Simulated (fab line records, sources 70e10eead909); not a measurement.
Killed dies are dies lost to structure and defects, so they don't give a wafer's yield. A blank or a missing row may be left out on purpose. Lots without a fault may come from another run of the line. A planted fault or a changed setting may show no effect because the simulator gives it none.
Chamber matching | flow nand_harc | NHARC_A_CHANNEL_FILL_D2_CMP_10 on cmp-02: 4 sister chambers
The step polishes, target thk 150 nm. 4 wafers are shown with their chamber, then 8 later ones without.

WAFERS WITH THEIR CHAMBER
wafer  | chamber | motor_current_A (A)
L079.1 | 0       | 10.6
L079.2 | 1       | 10.3
L079.4 | 2       | 12.6
L086.2 | 3       | 11.8

WAFERS WITHOUT THEIR CHAMBER
wafer  | motor_current_A (A)
L086.4 | 10.5
L086.6 | 11.0
L093.1 | 11.2
L093.4 | 10.8
L093.6 | 10.9
L094.2 | 11.0
L094.3 | 11.5
L094.5 | 12.3

WHICH CHAMBER EACH WENT THROUGH
wafer  | from the rows above          | in truth
L086.4 | can't be placed: 0 or 1      | 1
L086.6 | can't be placed: 0 or 1 or 3 | 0
L093.1 | can't be placed: 0 or 3 or 1 | 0
L093.4 | can't be placed: 0 or 1      | 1
L093.6 | can't be placed: 0 or 1 or 3 | 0
L094.2 | can't be placed: 0 or 1 or 3 | 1
L094.3 | can't be placed: 3 or 0      | 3
L094.5 | can't be placed: 2 or 3      | 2
Placed correctly: 0 of 8. Can't be placed from these rows: 8 (the true chamber is among the candidates in 8). Placed wrongly: 0.
How it was worked out, from the rows above alone: a wafer's distance from a chamber is the root of the sum, over the readings, of the square of ((its reading less the chamber's mean) divided by the reading's scatter). The wafer belongs to the nearest chamber; if the next one is less than 2 further off, it can't be placed. A chamber's mean is the mean of its shown wafers. The scatter: with one shown wafer a chamber, the root of the mean of the squares of how far each hidden wafer lies from its nearest shown one.
